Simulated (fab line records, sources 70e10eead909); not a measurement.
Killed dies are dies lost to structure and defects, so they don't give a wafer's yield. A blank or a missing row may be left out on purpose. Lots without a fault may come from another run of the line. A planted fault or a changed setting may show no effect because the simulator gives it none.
Which tool did it? | flow nand_harc | 12 lots, 36 wafers sampled, at 2 steps of a route of 1159

WHAT THE GAUGES READ, wafer by wafer
NHARC_A_CONTACT_CD_MEAS_80.
lot  | measured     | on        | cd_nm (nm)
L075 | day 17 02:41 | cd_sem-01 | 190.0 190.5 190.6
L078 | day 17 08:18 | cd_sem-03 | 190.1 190.2 190.2
L079 | day 18 05:23 | cd_sem-02 | 189.1 189.1 189.2
L081 | day 18 20:16 | cd_sem-02 | 189.5 189.3 189.6
L083 | day 19 01:20 | cd_sem-02 | 189.8 190.2 190.2
L086 | day 19 18:50 | cd_sem-02 | 189.5 189.0 188.6
L089 | day 20 01:17 | cd_sem-03 | 191.4 190.6 191.0
L088 | day 20 11:46 | cd_sem-03 | 188.7 189.5 189.6
L091 | day 21 03:25 | cd_sem-03 | 189.1 189.1 189.5
L094 | day 21 11:25 | cd_sem-01 | 190.2 190.9 190.3
L097 | day 22 11:32 | cd_sem-01 | 190.4 190.0 189.9
L096 | day 22 16:58 | cd_sem-02 | 189.3 188.8 189.4

WHICH TOOL RAN EACH LOT (tool, then ch and the chambers of the sampled wafers, then the start)
lot  | NHARC_A_CONTACT_ETCH_126
L075 | har_cap_etch-01 ch 0,1, day 17 00:31
L078 | har_cap_etch-03 ch 0,1, day 17 06:34
L079 | har_cap_etch-02 ch 0,1, day 18 03:36
L081 | har_cap_etch-03 ch 0,1, day 18 18:31
L083 | har_cap_etch-03 ch 0,1, day 18 23:25
L086 | har_cap_etch-02 ch 0,1, day 19 17:04
L089 | har_cap_etch-02 ch 0,1, day 19 23:33
L088 | har_cap_etch-01 ch 0,1, day 20 09:58
L091 | har_cap_etch-03 ch 0,1, day 21 01:41
L094 | har_cap_etch-02 ch 0,1, day 21 09:11
L097 | har_cap_etch-03 ch 0,1, day 22 09:43
L096 | har_cap_etch-02 ch 0,1, day 22 15:09
- NHARC_A_CONTACT_ETCH_126: etches the open film in C4F8/O2/Ar, time 155 s, target depth 956 nm.

THE ANSWER, worked out from the rows above alone
Rule: what is usual is taken from the lots themselves. Put in order of their means at a reading, lots are off if they are a third of the lots or fewer, leave a main group of 4 or more, and stand apart from it by a gap of 3 or more times the standard deviation of the main group's means; of several such gaps the widest counts. A main group whose means are all the same, to the digits that the tables above print for the reading, isn't used. A lot without any number at a reading at which 4 lots or more have one is off too. The other lots that the step has rows for count as sound.
No lot is off at any reading shown: from this, nothing can be told.

WHAT THE SIMULATOR HAD PUT IN
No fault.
